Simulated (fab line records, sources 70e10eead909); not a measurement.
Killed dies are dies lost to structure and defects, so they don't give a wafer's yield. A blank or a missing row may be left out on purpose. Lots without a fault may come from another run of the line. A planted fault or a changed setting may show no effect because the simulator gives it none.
A struck lot beside a sound one | flow nand_harc | 29 steps out of a route of 1159
Sound: wafers L703.2, L703.3, L703.5. Struck: wafers L701.1, L701.3, L701.6. The cause comes at the end.
At each step with rows: each side's tool, then ch and its chambers, then its first start. Under that, the readings that differ: sound wafers | struck wafers | difference of the means | sigmas: that difference in standard deviations of wafers without a fault.
alike: readings whose means differ by less than 2 such deviations, and words and numbers that are the same on both sides. not compared: withheld readings, readings that some wafer has no value for, bounds like >300 that may hide the same value, and numbers for which the record gives no deviation and whose values overlap.
The two part at a step that has a row with sigmas, a row that says differs or no value, or rows on one side only. Numbers that don't overlap but have no deviation are shown without sigmas and don't part them. A reading that every wafer of one side lacks parts them only if that side has two wafers or more.

NHARC_A_CONTACT_ETCH_121: etches the open film in C4F8/O2/Ar, time 94 s, target depth 922 nm.
  sound on har_cap_etch-01 ch 0, day 16 20:58; struck on har_cap_etch-03 ch 0,1, day 17 02:40
  not compared: rf_hours_counter_h
then, 3 steps without rows for these wafers: NHARC_A_CONTACT_ETCH_122 (etches the open film in C4F8/O2/Ar, time 95 s, target depth 930 nm); NHARC_A_CONTACT_ETCH_123 (etches the open film in C4F8/O2/Ar, time 253 s, target depth 1090 nm); NHARC_A_CONTACT_ETCH_90 (etches the open film in CH3F/O2, target depth 40 nm, time 85.7 s).
NHARC_A_CONTACT_ETCH_96: etches the open film in C4F6/O2, target depth 20 nm, time 10 s.
  sound on rie_diel-05 ch 0,2, day 16 21:55; struck on rie_diel-07 ch 1,2
  alike: drypump_motor_current_A, mfc_ar_sccm, oes_product_au, rf_vpp_V, showerhead_plenum_p_Torr, throttle_valve_pct
  not compared: rf_hours_counter_h
NHARC_A_CONTACT_CD_MEAS_53:
  sound on cd_sem-03, day 16 22:01; struck on cd_sem-02, day 17 03:38
  alike: cd_nm
then, 4 steps without rows for these wafers: NHARC_A_CONTACT_STRIP_99 (strips in N2/H2); NHARC_A_CONTACT_STRIP_100 (strips in CF4/CHF3); NHARC_A_CONTACT_STRIP_101 (strips in O2/COS); NHARC_A_CONTACT_ETCH_102 (etches the open film in CF4/O2, target depth 70 nm, overetch 7 nm, time 38.5 s).
NHARC_A_CONTACT_STRIP_55: strips in O2.
  sound on rie_diel-05 ch 0,2; struck on rie_diel-07 ch 0,2,3
  alike: drypump_motor_current_A, mfc_ar_sccm, oes_product_au, rf_vpp_V, showerhead_plenum_p_Torr, throttle_valve_pct
  not compared: rf_hours_counter_h
then, 1 step without rows for these wafers: NHARC_A_CONTACT_STRIP_56 (strips in post etch residue remover, time 600 s).
NHARC_A_CONTACT_DEP_57: deposits aC, target thk 2800 nm.
  sound on acl_dep-03 ch 0, day 16 23:25; struck on acl_dep-01 ch 0, day 17 04:38
  alike: throttle_valve_pct
NHARC_A_CONTACT_DEP_58: deposits SiON, target thk 60 nm.
  sound on pecvd-03 ch 0,2, day 17 01:06; struck on pecvd-02 ch 0,1,2, day 17 06:44
  alike: heater_power_w
then, 10 steps without rows for these wafers: NHARC_A_CONTACT_DEHYDRATE_59 (time 120 s); NHARC_A_CONTACT_HMDS_60 (time 30 s); NHARC_A_CONTACT_COAT_61 (time 75 s); NHARC_A_CONTACT_COAT_62 (time 65 s); NHARC_A_CONTACT_COAT_63 (resist thk 90 nm); NHARC_A_CONTACT_SOFTBAKE_64 (time 55 s); NHARC_A_CONTACT_EBR_65; NHARC_A_CONTACT_EXPOSE_66 (exposes mask A CC 2); NHARC_A_CONTACT_PEB_67 (peb time 65 s); NHARC_A_CONTACT_DEVELOP_68 (develop time 35 s).
NHARC_A_CONTACT_CD_MEAS_69: target cd 200 nm.
  sound on cd_sem-01 ch 0, day 17 01:49; struck on cd_sem-01 ch 0, day 17 07:26
  alike: cd_nm
NHARC_A_CONTACT_OVL_MEAS_70:
  sound on overlay-02, day 17 01:54; struck on overlay-02, day 17 07:32
  alike: overlay_x_nm, overlay_y_nm
NHARC_A_CONTACT_INSPECT_71:
  sound on defect_inspect-02, day 17 01:56; struck on defect_inspect-02, day 17 07:34
  reading          | sound    | struck      | difference | sigmas
  raw_defect_count | 32 38 33 | 518 472 510 | +466       | +36
NHARC_A_CONTACT_DESCUM_74: chemistry O2, time 3 s.
  sound on rie_diel-05 ch 0,2, day 17 02:00; struck on rie_diel-11 ch 1,2,3, day 17 07:42
  alike: drypump_motor_current_A, mfc_ar_sccm, oes_product_au, rf_vpp_V, showerhead_plenum_p_Torr, throttle_valve_pct
  not compared: rf_hours_counter_h
-- the record jumps here: 4 days lie between the struck wafers' starts before and after (it left off in module A_CONTACT and takes up again in module END, whose first step shown is number 1159 of the route) --
NHARC_END_SORT_01:
  the record has rows for the struck wafers here (prober-02 ch 0, day 21 04:00) and none for the sound ones

WHERE THEY PART
First at NHARC_A_CONTACT_INSPECT_71; last, within this record, at NHARC_END_SORT_01.

WHY: what the simulator had put in
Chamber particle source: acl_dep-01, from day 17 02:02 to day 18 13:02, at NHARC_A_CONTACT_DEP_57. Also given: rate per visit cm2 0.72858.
